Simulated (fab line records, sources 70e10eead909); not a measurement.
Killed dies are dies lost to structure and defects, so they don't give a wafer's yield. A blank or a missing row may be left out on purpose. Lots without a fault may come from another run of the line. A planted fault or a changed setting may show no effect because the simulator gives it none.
Chamber matching | flow nand_harc | NHARC_P_GATE_STRIP_35 on wet_bench-02: 7 sister chambers
The step strips in SPM, time 600 s. 16 wafers are shown with their chamber, then 6 later ones without.

WAFERS WITH THEIR CHAMBER
wafer  | chamber | bath_guard_temp_C (C) | temp_c (C)
L297.1 | 0       | 130.0                 | 129.81
L297.5 | 7       | 129.1                 | 129.97
L297.6 | 4       | 130.5                 | 129.81
L298.1 | 1       | 129.8                 | 129.87
L298.2 | 3       | 130.1                 | 130.17
L298.4 | 0       | 129.7                 | 129.89
L300.1 | 6       | 129.8                 | 130.12
L300.5 | 4       | 130.0                 | 129.95
L300.6 | 1       | 130.0                 | 130.08
L299.2 | 7       | 129.4                 | 130.22
L299.4 | 6       | 129.9                 | 129.95
L299.6 | 4       | 130.4                 | 129.94
L302.1 | 6       | 129.9                 | 129.85
L302.2 | 0       | 129.9                 | 129.94
L302.3 | 7       | 129.2                 | 130.04
L304.1 | 5       | 129.7                 | 130.12

SIGNATURES (means of the wafers above)
reading           | chamber 0 | chamber 1 | chamber 3 | chamber 4 | chamber 5 | chamber 6 | chamber 7 | scatter within a chamber
bath_guard_temp_C | 129.867   | 129.900   | 130.100   | 130.300   | 129.700   | 129.867   | 129.233   | 0.17
temp_c            | 129.8800  | 129.9750  | 130.1700  | 129.9000  | 130.1200  | 129.9733  | 130.0767  | 0.112
Rule: a wafer's distance from a chamber is the root of the sum, over the readings, of the square of ((its reading less the chamber's mean) divided by the reading's scatter). The wafer belongs to the nearest chamber; if the next one is less than 2 further off, it can't be placed. The scatter: the root of (the sum of the squares of (reading less its chamber's mean) over the shown wafers, divided by (wafers less chambers)).

WAFERS WITHOUT THEIR CHAMBER
wafer  | bath_guard_temp_C (C) | temp_c (C)
L304.5 | 130.1                 | 130.09
L304.6 | 130.2                 | 129.94
L307.4 | 130.3                 | 130.04
L307.6 | 130.3                 | 130.14
L310.1 | 128.6                 | 130.18
L310.4 | 129.5                 | 130.11

WHICH CHAMBER EACH WENT THROUGH
wafer  | from the rows above                         | in truth
L304.5 | can't be placed: 3 or 1 or 6 or 4 or 0 or 5 | 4
L304.6 | can't be placed: 4 or 1 or 6 or 0 or 3      | 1
L307.4 | can't be placed: 4 or 3 or 1 or 6 or 0      | 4
L307.6 | can't be placed: 3 or 4 or 1 or 6           | 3
L310.1 | 7                                           | 7
L310.4 | can't be placed: 5 or 7 or 6 or 1 or 0      | 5
Placed correctly: 1 of 6. Can't be placed from these rows: 5 (the true chamber is among the candidates in 5). Placed wrongly: 0.
